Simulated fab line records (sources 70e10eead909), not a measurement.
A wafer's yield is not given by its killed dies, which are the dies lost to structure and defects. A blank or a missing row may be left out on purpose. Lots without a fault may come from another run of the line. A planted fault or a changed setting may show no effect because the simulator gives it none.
Which tool is to blame? -- flow nand_harc -- Sampling: 24 lots, 72 wafers, 5 of 1302 route steps

WHAT EACH GAUGE READ, for each wafer
NHARC_A_BLC_INSPECT_28. Usual: raw_defect_count 495, standard deviation 120.
lot,measured,on,raw_defect_count,flag
L074,day 22 19:57,defect_inspect-01,505 461 480,
L076,day 23 07:07,defect_inspect-02,482 453 359,
L075,day 23 11:31,defect_inspect-01,483 389 449,
L077,day 23 23:01,defect_inspect-02,898 570 731,
L079,day 24 04:20,defect_inspect-01,838 622 731,
L078,day 24 05:58,defect_inspect-01,617 542 465,
L080,day 24 21:15,defect_inspect-01,543 678 409,
L082,day 25 21:15,defect_inspect-02,608 897 794,
L083,day 26 04:11,defect_inspect-01,606 446 645,
L081,day 26 13:29,defect_inspect-01,461 364 491,
L084,day 27 07:35,defect_inspect-01,592 396 415,
L085,day 27 11:49,defect_inspect-01,348 527 461,
L086,day 28 00:28,defect_inspect-02,356 347 368,
L087,day 28 06:23,defect_inspect-01,480 598 613,
L088,day 28 15:43,defect_inspect-02,492 456 397,
L090,day 29 13:29,defect_inspect-02,314 426 388,
L089,day 29 17:50,defect_inspect-01,343 383 447,
L092,day 30 12:04,defect_inspect-02,408 405 434,
L091,day 30 13:58,defect_inspect-02,405 565 670,
L094,day 30 18:27,defect_inspect-02,546 461 507,
L093,day 30 20:22,defect_inspect-01,527 415 387,
L095,day 31 11:40,defect_inspect-01,473 544 607,
L096,day 32 02:58,defect_inspect-02,599 422 523,
L097,day 33 02:35,defect_inspect-01,453 453 446,

NHARC_A_BONDPAD_OVL_MEAS_35. Usual: overlay_x_nm -1 nm, standard deviation 5.5; overlay_y_nm 1 nm, standard deviation 5.7.
lot,measured,on,overlay_x_nm (nm),overlay_y_nm (nm),flag
L074,day 23 06:18,overlay-02,-5 -5 -5,13 14 14,
L076,day 23 18:09,overlay-02,5 5 5,7 7 7,
L075,day 23 21:20,overlay-02,3 4 4,0 0 1,
L077,day 24 09:05,overlay-02,2 2 2,2 2 2,
L079,day 24 14:10,overlay-01,-14 -13 -14,-2 -2 -1,
L078,day 24 15:38,overlay-01,-8 -8 -8,-6 -6 -6,
L080,day 25 06:41,overlay-02,1 2 2,0 0 0,
L082,day 26 07:27,overlay-01,-2 -2 -2,5 5 5,
L083,day 26 13:59,overlay-02,5 5 4,5 5 5,
L081,day 26 23:05,overlay-02,-1 -2 -2,-6 -7 -6,
L084,day 27 17:13,overlay-02,-4 -5 -5,-3 -3 -3,
L085,day 27 21:20,overlay-02,-2 -1 -1,0 0 1,
L086,day 28 10:13,overlay-02,-1 -2 -2,6 7 7,
L087,day 28 16:38,overlay-02,-1 -1 -1,2 2 2,
L088,day 29 01:49,overlay-01,-12 -12 -12,-1 -2 -1,
L090,day 29 23:19,overlay-02,1 1 1,4 4 4,
L089,day 30 04:16,overlay-01,-3 -4 -3,6 6 6,
L092,day 30 21:48,overlay-01,-7 -7 -7,-4 -4 -4,
L091,day 30 23:37,overlay-02,0 0 0,3 4 3,
L094,day 31 04:10,overlay-01,-4 -4 -4,6 6 6,
L093,day 31 05:50,overlay-01,10 11 10,-6 -6 -6,
L095,day 31 21:23,overlay-01,-4 -5 -4,-8 -8 -8,
L096,day 32 12:44,overlay-02,5 5 5,1 2 1,
L097,day 33 12:11,overlay-01,2 3 2,-11 -12 -12,

EACH LOT AND THE TOOL THAT RAN IT (in order: tool; ch and the chambers of the sampled wafers; start)
lot,NHARC_A_BLC_ALD_23,NHARC_A_BLC_CMP_25,NHARC_A_M0_PVD_20
L074,"ald_metal-01 ch 1,2,3, day 22 18:49","cmp-04 ch 0,1,3, day 22 19:34","pvd_sputter-01, day 23 06:18 or earlier"
L076,"ald_metal-03 ch 0,1, day 23 06:00","cmp-04 ch 0,1,2, day 23 06:47","pvd_sputter-03, day 23 18:09 or earlier"
L075,"ald_metal-03 ch 0,2,3, day 23 10:26","cmp-04 ch 0,2, day 23 11:08","pvd_sputter-01, day 23 21:20 or earlier"
L077,"ald_metal-03 ch 0,1,3, day 23 21:54","cmp-04 ch 0,1, day 23 22:37","pvd_sputter-02, day 24 09:05 or earlier"
L079,"ald_metal-03 ch 0,1, day 24 03:10","cmp-02 ch 0,1,2, day 24 03:57","pvd_sputter-02, day 24 14:10 or earlier"
L078,"ald_metal-02 ch 2,3, day 24 04:50","cmp-02 ch 0,1,2, day 24 05:38","pvd_sputter-01, day 24 15:38 or earlier"
L080,"ald_metal-01 ch 0,2,3, day 24 20:05","cmp-03 ch 2,3, day 24 20:51","pvd_sputter-02, day 25 06:41 or earlier"
L082,"ald_metal-03 ch 1,3, day 25 20:07","cmp-04 ch 0,2,3, day 25 20:51","pvd_sputter-02, day 26 07:27 or earlier"
L083,"ald_metal-03 ch 0,2, day 26 03:04","cmp-03 ch 0,1, day 26 03:48","pvd_sputter-03, day 26 13:59 or earlier"
L081,"ald_metal-01 ch 1,2,3, day 26 12:22","cmp-02 ch 0,1,2, day 26 13:04","pvd_sputter-02, day 26 23:05 or earlier"
L084,"ald_metal-02 ch 0,1,3, day 27 06:27","cmp-03 ch 0,1,3, day 27 07:13","pvd_sputter-02, day 27 17:13 or earlier"
L085,"ald_metal-03 ch 1,2,3, day 27 10:41","cmp-02 ch 1,2,3, day 27 11:26","pvd_sputter-03, day 27 21:20 or earlier"
L086,"ald_metal-03 ch 1,2,3, day 27 23:22","cmp-02 ch 0,1, day 28 00:04","pvd_sputter-02, day 28 10:13 or earlier"
L087,"ald_metal-03 ch 1,2, day 28 05:17","cmp-03 ch 0,3, day 28 05:59","pvd_sputter-01, day 28 16:38 or earlier"
L088,"ald_metal-02 ch 1,2,3, day 28 14:38","cmp-02 ch 1,2, day 28 15:20","pvd_sputter-02, day 29 01:49 or earlier"
L090,"ald_metal-02 ch 0,1, day 29 12:21","cmp-02 ch 0,1,2, day 29 13:06","pvd_sputter-02, day 29 23:19 or earlier"
L089,"ald_metal-03 ch 0,2,3, day 29 16:42","cmp-04 ch 0,1,2, day 29 17:27","pvd_sputter-02, day 30 04:16 or earlier"
L092,"ald_metal-02 ch 0,1,2, day 30 10:57","cmp-02 ch 0,1,2, day 30 11:41","pvd_sputter-01, day 30 21:48 or earlier"
L091,"ald_metal-02 ch 2,3, day 30 12:49","cmp-04 ch 0,1, day 30 13:33","pvd_sputter-02, day 30 23:37 or earlier"
L094,"ald_metal-03 ch 1,3, day 30 17:08","cmp-03 ch 0,1,3, day 30 18:04","pvd_sputter-03, day 31 04:10 or earlier"
L093,"ald_metal-01 ch 0,2,3, day 30 19:14","cmp-02 ch 0,2,3, day 30 20:00","pvd_sputter-02, day 31 05:50 or earlier"
L095,"ald_metal-03 ch 0,3, day 31 10:31","cmp-03 ch 1,3, day 31 11:15","pvd_sputter-02, day 31 21:23 or earlier"
L096,"ald_metal-01 ch 0,2, day 32 01:49","cmp-03 ch 0,2, day 32 02:31","pvd_sputter-01, day 32 12:44 or earlier"
L097,"ald_metal-03 ch 0,1,3, day 33 01:29","cmp-04 ch 0,1,2, day 33 02:16","pvd_sputter-02, day 33 12:11 or earlier"
- NHARC_A_BLC_ALD_23: deposits TiN, target thk 3 nm, pulse time 1 s, ald cycles 150.
- NHARC_A_BLC_CMP_25: polishes, t overpolish 30 s, target thk 150 nm.
- NHARC_A_M0_PVD_20: deposits TaN, target thk 5 nm, time 8.06 s.

AS READ BY THE TOOLS THEMSELVES (means over the sampled wafers that have a number; for cases with no such wafer, the mark the record gives instead)
NHARC_A_BLC_ALD_23. Usual: heater_power_w 1108 W, standard deviation 140; precursor_pulse_height_rel 1.001, standard deviation 0.022.
lot,tool,heater_power_w (W),precursor_pulse_height_rel,flag
L074,ald_metal-01,1163,0.968,
L076,ald_metal-03,1160,0.985,
L075,ald_metal-03,1111,1.024,
L077,ald_metal-03,1203,1.002,
L079,ald_metal-03,1157,1.003,
L078,ald_metal-02,993,1.014,
L080,ald_metal-01,1199,0.990,
L082,ald_metal-03,1228,1.030,
L083,ald_metal-03,1012,1.015,
L081,ald_metal-01,1126,0.994,
L084,ald_metal-02,980,0.991,
L085,ald_metal-03,1131,1.006,
L086,ald_metal-03,1124,1.021,
L087,ald_metal-03,998,0.996,
L088,ald_metal-02,984,1.005,
L090,ald_metal-02,1094,0.981,
L089,ald_metal-03,1128,1.003,
L092,ald_metal-02,1070,1.007,
L091,ald_metal-02,930,0.983,
L094,ald_metal-03,1201,0.991,
L093,ald_metal-01,1173,0.975,
L095,ald_metal-03,1249,0.986,
L096,ald_metal-01,1151,0.983,
L097,ald_metal-03,1198,0.987,

NHARC_A_BLC_CMP_25. Usual: motor_current_A 12.0 A, standard deviation 0.98; overpolish_run_s 30.002 s, standard deviation 0.0091; time_to_endpoint_s 30 s, standard deviation 3.1.
lot,tool,motor_current_A (A),overpolish_run_s (s),time_to_endpoint_s (s),flag
L074,cmp-04,12.6,30.003,31,
L076,cmp-04,13.4,30.005,32,
L075,cmp-04,13.5,30.002,32,
L077,cmp-04,12.7,29.988,32,
L079,cmp-02,12.4,30.005,28,
L078,cmp-02,12.3,30.013,28,
L080,cmp-03,11.4,30.000,31,
L082,cmp-04,12.5,30.009,29,
L083,cmp-03,11.3,30.003,25,
L081,cmp-02,12.2,29.997,32,
L084,cmp-03,11.4,30.003,32,
L085,cmp-02,11.0,30.000,29,
L086,cmp-02,12.1,30.003,31,
L087,cmp-03,11.4,30.005,30,
L088,cmp-02,11.1,30.003,30,
L090,cmp-02,12.5,30.006,30,
L089,cmp-04,13.4,29.988,35,
L092,cmp-02,12.6,30.009,31,
L091,cmp-04,12.7,30.006,31,
L094,cmp-03,11.5,29.995,30,
L093,cmp-02,12.2,29.996,29,
L095,cmp-03,11.3,30.013,34,
L096,cmp-03,11.0,30.000,26,
L097,cmp-04,13.2,30.007,33,

NHARC_A_M0_PVD_20. Usual: throttle_valve_pct 30.8 %, standard deviation 1.3.
lot,tool,throttle_valve_pct (%),flag
L074,pvd_sputter-01,30.6,
L076,pvd_sputter-03,28.9,
L075,pvd_sputter-01,30.9,
L077,pvd_sputter-02,31.8,
L079,pvd_sputter-02,31.5,
L078,pvd_sputter-01,30.6,
L080,pvd_sputter-02,30.3,
L082,pvd_sputter-02,32.3,
L083,pvd_sputter-03,30.7,
L081,pvd_sputter-02,31.5,
L084,pvd_sputter-02,31.8,
L085,pvd_sputter-03,29.3,
L086,pvd_sputter-02,31.7,
L087,pvd_sputter-01,30.6,
L088,pvd_sputter-02,31.9,
L090,pvd_sputter-02,31.1,
L089,pvd_sputter-02,31.1,
L092,pvd_sputter-01,30.7,
L091,pvd_sputter-02,29.9,
L094,pvd_sputter-03,29.3,
L093,pvd_sputter-02,32.1,
L095,pvd_sputter-02,30.9,
L096,pvd_sputter-01,30.9,
L097,pvd_sputter-02,31.4,

THE ANSWER, worked out from the rows above alone
Rule: take the mean of a lot's wafers that have a number; if it is more than 3 standard deviations from the usual mean, the lot is off. A lot without any number at a reading at which 4 lots or more have one is off too. Any other lot the step has rows for is counted as sound. The gauges are gone through in route order, then the tools' own readings, and for those a lot's mean is taken as printed above. The first step at which some lot is off is used, and at that step the reading that is off furthest; a lot without a number counts as furthest.
No lot is off at any reading shown: from this, nothing can be told.

WHAT THE SIMULATOR HAD PUT IN
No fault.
